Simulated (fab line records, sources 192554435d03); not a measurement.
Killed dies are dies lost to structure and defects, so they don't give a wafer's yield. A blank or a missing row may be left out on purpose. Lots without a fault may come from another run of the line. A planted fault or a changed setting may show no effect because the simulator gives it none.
Chamber matching | flow n5_finfet | N5_HKMG_FIN_STRIP_89 on rie_diel-02: 4 sister chambers
The step strips SOC in N2/H2, time 20 s. 8 wafers are shown with their chamber, then 8 later ones without.

WAFERS WITH THEIR CHAMBER
wafer  | chamber | drypump_motor_current_A (A) | throttle_valve_pct (%)
L077.6 | 0       | 5.1                         | 19.4
L084.1 | 0       | 5.1                         | 19.5
L084.3 | 1       | 5.9                         | 18.9
L084.4 | 2       | 5.3                         | 19.2
L087.2 | 3       | 6.4                         | 19.1
L087.5 | 2       | 5.3                         | 19.3
L087.6 | 3       | 6.4                         | 19.1
L089.1 | 1       | 6.0                         | 18.9

WAFERS WITHOUT THEIR CHAMBER
wafer  | drypump_motor_current_A (A) | throttle_valve_pct (%)
L089.2 | 5.1                         | 19.5
L089.6 | 6.4                         | 19.1
L092.1 | 6.4                         | 19.1
L092.3 | 5.3                         | 19.3
L092.4 | 6.4                         | 19.2
L094.2 | 5.3                         | 19.3
L094.4 | 6.4                         | 19.1
L094.6 | 5.3                         | 19.3

WHICH CHAMBER EACH WENT THROUGH
wafer  | from the rows above | in truth
L089.2 | 0                   | 0
L089.6 | 3                   | 3
L092.1 | 3                   | 3
L092.3 | 2                   | 2
L092.4 | 3                   | 3
L094.2 | 2                   | 2
L094.4 | 3                   | 3
L094.6 | 2                   | 2
Placed correctly: 8 of 8. Can't be placed from these rows: 0. Placed wrongly: 0.
How it was worked out, from the rows above alone: a wafer's distance from a chamber is the root of the sum, over the readings, of the square of ((its reading less the chamber's mean) divided by the reading's scatter). The wafer belongs to the nearest chamber; if the next one is less than 2 further off, it can't be placed. A chamber's mean is the mean of its shown wafers. The scatter: the root of (the sum of the squares of (reading less its chamber's mean) over the shown wafers, divided by (wafers less chambers)).
